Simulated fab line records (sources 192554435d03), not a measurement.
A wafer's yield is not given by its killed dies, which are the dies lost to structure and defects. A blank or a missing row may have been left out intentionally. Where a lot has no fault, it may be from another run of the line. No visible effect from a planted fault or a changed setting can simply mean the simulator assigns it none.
Matching of chambers -- flow n5Finfet -- N5_HKMG_FIN_ETCH_35 on rieDiel-05: 4 sister chambers
The step etches SOC in N2/H2, target depth 215.8 nm, time 243.4 s. 4 wafers are shown with their chamber, then 7 later ones without.

== WAFERS, EACH WITH ITS CHAMBER ==
wafer,chamber,showerheadPlenumPTorr (Torr)
L084.5,3,2.62
L086.5,2,2.72
L092.1,0,2.64
L092.3,1,2.34

== WAFERS MISSING THEIR CHAMBER ==
wafer,showerheadPlenumPTorr (Torr)
L092.5,2.72
L095.2,2.34
L095.5,2.34
L095.6,2.71
L097.2,2.64
L097.4,2.61
L097.6,2.61

== EACH ONE'S CHAMBER ==
wafer,from the rows above,in truth
L092.5,2,2
L095.2,1,1
L095.5,1,1
L095.6,2,2
L097.2,0,0
L097.4,3,3
L097.6,3,3
7 of 7 placed correctly. Not placeable from these rows: 0. Number placed wrongly: 0.
How it was worked out, from the rows above alone: a wafer's distance from a chamber is the root of the sum, over the readings, of the square of ((its reading less the chamber's mean) divided by the reading's scatter). If the next closest chamber is less than 2 further off than the closest, the wafer can't be placed; otherwise it belongs to the closest. Each chamber's mean is taken over the wafers shown for it. The scatter (one wafer shown for each chamber): square how far every hidden wafer sits from the nearest shown wafer, average those squares and take the square root.
